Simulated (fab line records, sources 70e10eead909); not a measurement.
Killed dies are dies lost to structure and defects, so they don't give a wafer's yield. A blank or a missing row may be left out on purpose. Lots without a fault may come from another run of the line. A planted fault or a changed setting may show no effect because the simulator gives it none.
Chamber matching | flow nand_harc | NHARC_A_STAIRCASE_CMP_450 on cmp-01: 4 sister chambers
The step polishes SiO2, target thk 200 nm. 8 wafers are shown with their chamber, then 7 later ones without.

WAFERS WITH THEIR CHAMBER
wafer  | chamber | motor_current_A (A) | pad_life_wafers
L082.1 | 1       | 12.1                | 126
L083.2 | 2       | 12.4                | 213
L084.1 | 0       | 13.0                | 229
L084.3 | 1       | 11.1                | 230
L088.3 | 2       | 12.1                | 396
L088.4 | 3       | 10.6                | 397
L089.1 | 3       | 10.5                | 408
L089.2 | 0       | 12.1                | 409

WAFERS WITHOUT THEIR CHAMBER
wafer  | motor_current_A (A) | pad_life_wafers
L092.1 | 12.1                | 54
L092.2 | 10.5                | 55
L096.1 | 12.1                | 187
L096.2 | 11.5                | 186
L096.4 | 12.5                | 189
L094.1 | 12.0                | 235
L094.4 | 10.6                | 237

WHICH CHAMBER EACH WENT THROUGH
wafer  | from the rows above          | in truth
L092.1 | can't be placed: 1 or 2 or 0 | 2
L092.2 | can't be placed: 1 or 3 or 2 | 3
L096.1 | can't be placed: 1 or 2 or 0 | 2
L096.2 | can't be placed: 1 or 2      | 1
L096.4 | can't be placed: 2 or 0 or 1 | 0
L094.1 | can't be placed: 2 or 1 or 0 | 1
L094.4 | can't be placed: 3 or 1 or 2 | 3
Placed correctly: 0 of 7. Can't be placed from these rows: 7 (the true chamber is among the candidates in 7). Placed wrongly: 0.
How it was worked out, from the rows above alone: a wafer's distance from a chamber is the root of the sum, over the readings, of the square of ((its reading less the chamber's mean) divided by the reading's scatter). The wafer belongs to the nearest chamber; if the next one is less than 2 further off, it can't be placed. A chamber's mean is the mean of its shown wafers. The scatter: the root of (the sum of the squares of (reading less its chamber's mean) over the shown wafers, divided by (wafers less chambers)).
